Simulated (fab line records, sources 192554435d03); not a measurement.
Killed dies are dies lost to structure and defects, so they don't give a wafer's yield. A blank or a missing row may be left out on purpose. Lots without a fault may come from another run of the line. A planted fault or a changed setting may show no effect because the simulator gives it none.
Split-lot experiment | flow n5_finfet | 7 lots, 21 wafers read, on a route of 1938 steps

THE SPLIT
At N5_BEOL_M8_COAT_63 (time 60 s, resist thk 60 nm), the setting spin_rpm was moved away from the recipe's 1500 rpm on 8 of the 21 wafers read, by -10.9% to +11.3%. The other wafers ran this setting at the recipe's value.

The reading is taken at the split's own step.

THE READING
SOC_of_BEOL_M8_COAT_63.thk_nm (the simulator's own value, which no gauge read), in nm, at N5_BEOL_M8_COAT_63 (time 60 s, resist thk 60 nm). The file gives no usual value for it. The 13 wafers here that ran the recipe average 60.0 nm, standard deviation 0.21 nm.

wafer  | tool, chamber at the split | spin_rpm as run, rpm | against the recipe | SOC_of_BEOL_M8_COAT_63.thk_nm, nm | against lot-mates on the recipe
L074.2 | litho_track-01, 0          | 1635                 | +9.0%              | 57.6                              | -2.7
L074.3 | litho_track-01, 0          | 1500                 | recipe             | 60.4                              | -
L074.6 | litho_track-01, 0          | 1500                 | recipe             | 60.2                              | -
L075.1 | litho_track-03, 0          | 1500                 | recipe             | 59.6                              | -
L075.4 | litho_track-03, 0          | 1500                 | recipe             | 60                                | -
L075.6 | litho_track-03, 0          | 1500                 | recipe             | 59.8                              | -
L086.3 | litho_track-04, 0          | 1500                 | recipe             | 59.8                              | -
L086.5 | litho_track-04, 0          | 1500                 | recipe             | 59.8                              | -
L086.6 | litho_track-04, 0          | 1669                 | +11.3%             | 56.8                              | -3.0
L088.2 | litho_track-01, 0          | 1336                 | -10.9%             | 63.4                              | +3.4
L088.3 | litho_track-01, 0          | 1500                 | recipe             | 60                                | -
L088.6 | litho_track-01, 0          | 1336                 | -10.9%             | 63.6                              | +3.6
L089.1 | litho_track-03, 0          | 1437                 | -4.2%              | 61.2                              | no lot-mate on the recipe
L089.4 | litho_track-03, 0          | 1437                 | -4.2%              | 61.2                              | no lot-mate on the recipe
L089.6 | litho_track-03, 0          | 1437                 | -4.2%              | 61.4                              | no lot-mate on the recipe
L096.1 | litho_track-04, 0          | 1500                 | recipe             | 60.2                              | -
L096.2 | litho_track-04, 0          | 1404                 | -6.4%              | 62                                | +1.9
L096.6 | litho_track-04, 0          | 1500                 | recipe             | 60                                | -
L095.1 | litho_track-01, 0          | 1500                 | recipe             | 59.8                              | -
L095.3 | litho_track-01, 0          | 1500                 | recipe             | 59.8                              | -
L095.4 | litho_track-01, 0          | 1500                 | recipe             | 60                                | -

THE FIT
A straight line over all 21 wafers: SOC_of_BEOL_M8_COAT_63.thk_nm changes by -0.301 nm for each +1% of spin_rpm; r = -0.99; the points scatter about the line by 0.21 nm.
The same after taking each lot's own level away (the mean of its wafers on the recipe; 18 wafers): -0.3 nm for each +1%; r = -1.00; scatter 0.15 nm.
On that fit, the largest move of spin_rpm shifts the reading by 3.4 nm.
The lots' own levels span 59.80 to 60.30 nm, that is 2.4 times the standard deviation above.
So the lot-to-lot level changes the slope little: the two slopes agree.
Check: with one of the wafers moved furthest among these (+11.3%) left out of the fit, the line predicts -3.51 nm for it against its lot-mates. It came out at -3 nm against them.

OTHER SPLITS ON THESE WAFERS
These wafers also went through other splits before the reading. Each is held against what the fit with the lots' levels taken away leaves over:
other split on the same wafers | wafers away from the commonest value | r with SOC_of_BEOL_M8_COAT_63.thk_nm (lot level and that fit taken away)
N5_BEOL_M6_ILD_DEP_00 time_s   | 10                                   | +0.21
N5_BEOL_M6_PECVD_70 temp_c     | 8                                    | +0.08
N5_BEOL_M7_EXPOSE_25 dose_mj   | 8                                    | +0.06
N5_BEOL_M7_ETCH_66 time_s      | 8                                    | -0.25

THE FILE'S OWN FIT
SOC_of_BEOL_M8_COAT_63.thk_nm changes by -0.295 nm for each +1% of spin_rpm, r = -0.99.
